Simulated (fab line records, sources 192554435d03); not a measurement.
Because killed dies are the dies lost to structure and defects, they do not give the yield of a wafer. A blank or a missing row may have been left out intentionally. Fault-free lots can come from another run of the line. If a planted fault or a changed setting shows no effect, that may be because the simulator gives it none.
Matching of chambers	flow n5_finfet	N5_ILD0_CMP_07 on cmp-02: 4 sister chambers
The step polishes SiO2 flowable, stops on poly-Si, t overpolish 1.18 s, target thk 138.88 nm. 18 wafers are shown with their chamber, then 9 later ones without.

== EACH WAFER AND ITS CHAMBER ==
wafer	chamber	motor_current_A (A)
L079.2	3	12.0
L079.4	0	14.5
L079.6	0	14.4
L080.2	0	14.7
L080.4	1	12.9
L080.5	3	11.2
L083.1	2	14.7
L083.4	1	13.5
L083.5	2	14.5
L085.3	0	15.5
L085.4	2	14.2
L085.5	1	13.6
L088.1	0	14.8
L088.4	2	14.5
L088.5	0	14.9
L092.2	2	14.1
L092.4	1	12.9
L092.5	1	13.0

SIGNATURES, as means of the wafers listed above
reading	chamber 0	chamber 1	chamber 2	chamber 3	scatter within a chamber
motor_current_A	14.800	13.180	14.400	11.600	0.357
Rule: for each reading, subtract the chamber's mean from the wafer's reading, divide by that reading's scatter and square the result; add these up over the readings and take the root, which gives the wafer's distance from the chamber. The wafer belongs to the nearest chamber; if the next one is less than 2 further off, it can't be placed. How the scatter is found: for the shown wafers, subtract from each reading the mean of its chamber, square and add these, divide the total by (wafers less chambers), then take the root.

== WAFERS WITHOUT THEIR CHAMBER ==
wafer	motor_current_A (A)
L093.2	11.8
L093.3	14.7
L093.5	14.6
L095.1	13.7
L095.3	15.1
L095.6	13.7
L097.1	13.4
L097.2	13.1
L097.3	14.8

== THE CHAMBER EACH PASSED THROUGH ==
wafer	from the rows above	in truth
L093.2	3	3
L093.3	can't be placed: 0 or 2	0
L093.5	can't be placed: 2 or 0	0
L095.1	can't be placed: 1 or 2 or 0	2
L095.3	can't be placed: 0 or 2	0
L095.6	can't be placed: 1 or 2 or 0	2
L097.1	1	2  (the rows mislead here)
L097.2	1	1
L097.3	can't be placed: 0 or 2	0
Placed correctly: 2 of 9. Can't be placed from these rows: 6 (the true chamber is among the candidates in 6). 1 placed wrongly.
